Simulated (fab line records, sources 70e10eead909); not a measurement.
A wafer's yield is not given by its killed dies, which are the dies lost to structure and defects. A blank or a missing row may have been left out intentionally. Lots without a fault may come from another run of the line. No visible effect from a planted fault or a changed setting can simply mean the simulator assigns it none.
A lot that was struck, set against a sound lot || flow nandHarc || 22 out of 1302 route steps
Sound: these wafers, L788.1, L788.3, L788.6. Wafers L799.1, L799.4, L799.5 were the ones struck. The cause is given at the end.
For every step that has rows: the tool of each side, followed by ch and its chambers, followed by its first start. Under that, the readings that differ: sound wafers || struck wafers || difference of the means || sigmas: that difference in standard deviations of wafers without a fault.
alike: a reading whose means differ by less than 2 such deviations, as well as words and numbers matching on both sides. not compared: withheld readings; readings where some wafer has no value; bounds like >300 that might hide an equal value; numbers whose values overlap and for which the record gives no deviation.
A row with sigmas, a row that says differs or no value, or rows on one side alone: a step with any of these is where the two part. Numbers that don't overlap but have no deviation are shown without sigmas and don't part them. A reading missing from all wafers of one side parts the sides only when that side holds two or more wafers.

NHARC_A_CONTACT_CMP_20: polishes, t overpolish 30 s, target thk 300 nm.
  sound on cmp-02 ch 0,2,3, day 24 06:34; struck on cmp-01 ch 0,1,3, day 28 16:22
  alike: motorCurrentA, overpolishRunS, timeToEndpointS
following that, these wafers have no rows for 1 step: NHARC_A_CONTACT_SRD_22.
NHARC_A_CONTACT_INSPECT_23:
  struck on defectInspect-01, day 28 16:43; sound on defectInspect-02, day 24 06:55
{"reading": "rawDefectCount", "sound": "726 966 783", "struck": "529 619 473", "difference": -285, "sigmas": -2}
then, 8 steps without rows for these wafers: NHARC_A_BLC_DEHYDRATE_00 (time 120 s); NHARC_A_BLC_HMDS_01 (time 30 s); NHARC_A_BLC_COAT_02 (time 75 s); NHARC_A_BLC_COAT_03 (time 65 s); NHARC_A_BLC_COAT_04 (resist thk 90 nm); NHARC_A_BLC_SOFTBAKE_05 (time 55 s); NHARC_A_BLC_EBR_06; NHARC_A_BLC_EXPOSE_07 (exposes mask A BLC, target cd 100 nm).
NHARC_A_BLC_PEB_08: peb time 65 s.
  sound on lithoTrack-01 ch 0, day 24 07:21; struck on lithoTrack-06 ch 0, day 28 17:08
{"reading": "heaterPowerTotalW (W)", "sound": "156.7 156.8 156.1", "struck": "151.9 152.8 152.8", "difference": -4.0, "sigmas": -10}
{"reading": "plateTempC (C)", "sound": "99.97 99.90 99.91", "struck": "98.08 97.78 97.97", "difference": -1.98, "sigmas": -13}
then, 1 step without rows for these wafers: NHARC_A_BLC_DEVELOP_09 (develop time 35 s).
NHARC_A_BLC_CD_MEAS_10: target cd 100 nm.
  sound on cdSem-01 ch 0, day 24 07:26; struck on cdSem-02 ch 0, day 28 17:13
{"reading": "cdNm (nm)", "sound": "100.8 102.4 101.0", "struck": "94.0 92.1 93.1", "difference": -8.3, "sigmas": -9}
NHARC_A_BLC_OVL_MEAS_11:
  struck on overlay-02, day 28 17:19; sound on overlay-01, day 24 07:31
  alike: overlayXNm, overlayYNm
NHARC_A_BLC_INSPECT_12:
  struck on defectInspect-01, day 28 17:20; sound on defectInspect-02, day 24 07:33
  alike: rawDefectCount
NHARC_A_BLC_DESCUM_15: chemistry O2, time 3 s.
  sound on rieDiel-10 ch 0,2,3, day 24 07:37; struck on rieDiel-09 ch 2,3, day 28 17:25
{"reading": "model.A_BLC.cdNm (nm)", "sound": "101.3 101.6 101.2", "struck": "94.35 91.85 92.39", "difference": -8.50, "sigmas": ""}
  alike: drypumpMotorCurrentA, oesProductAu, rfVppV, showerheadPlenumPTorr, throttleValvePct
  not compared: rfHoursCounterH
NHARC_A_BLC_ETCH_16: etches the open film in CF4, target depth 39 nm, time 65 s.
  sound on rieDiel-10 ch 0,1,3, day 24 07:43; struck on rieDiel-09 ch 0,3, day 28 17:29
  alike: drypumpMotorCurrentA, oesProductAu, rfVppV, showerheadPlenumPTorr, throttleValvePct
  not compared: rfHoursCounterH
NHARC_A_BLC_ETCH_17: etches the open film in N2/H2, target depth 390 nm, time 609.38 s.
  sound: rieDiel-10 ch 1,2; struck: rieDiel-09 ch 0,1,3
  alike: drypumpMotorCurrentA, oesProductAu, rfVppV, showerheadPlenumPTorr, throttleValvePct
  not compared: rfHoursCounterH
NHARC_A_BLC_ETCH_18: etches the open film in C4F8/O2/Ar, target depth 910 nm.
  sound: rieDiel-10 ch 0,1,2; struck: rieDiel-09 ch 1,3
{"reading": "model.A_BLC.cdNm (nm)", "sound": "103.3 101.3 98.2", "struck": "94.16 97.73 89.37", "difference": -7.18, "sigmas": ""}
  alike: oesProductAu, rfVppV
  not compared: rfHoursCounterH
NHARC_A_BLC_CD_MEAS_19:
  struck on cdSem-02, day 28 18:22; sound on cdSem-01, day 24 08:35
{"reading": "cdNm (nm)", "sound": "103.3 101.1 98.3", "struck": "94.3 97.9 89.3", "difference": -7.1, "sigmas": -3}
NHARC_END_SORT_01:
  here the record holds rows for the struck wafers (prober-02 ch 0, day 30 16:14) but none for the sound ones

WHERE THEY PART
At NHARC_A_CONTACT_INSPECT_23 first; at NHARC_END_SORT_01 last (within this record only).

WHY: what had been put in by the simulator
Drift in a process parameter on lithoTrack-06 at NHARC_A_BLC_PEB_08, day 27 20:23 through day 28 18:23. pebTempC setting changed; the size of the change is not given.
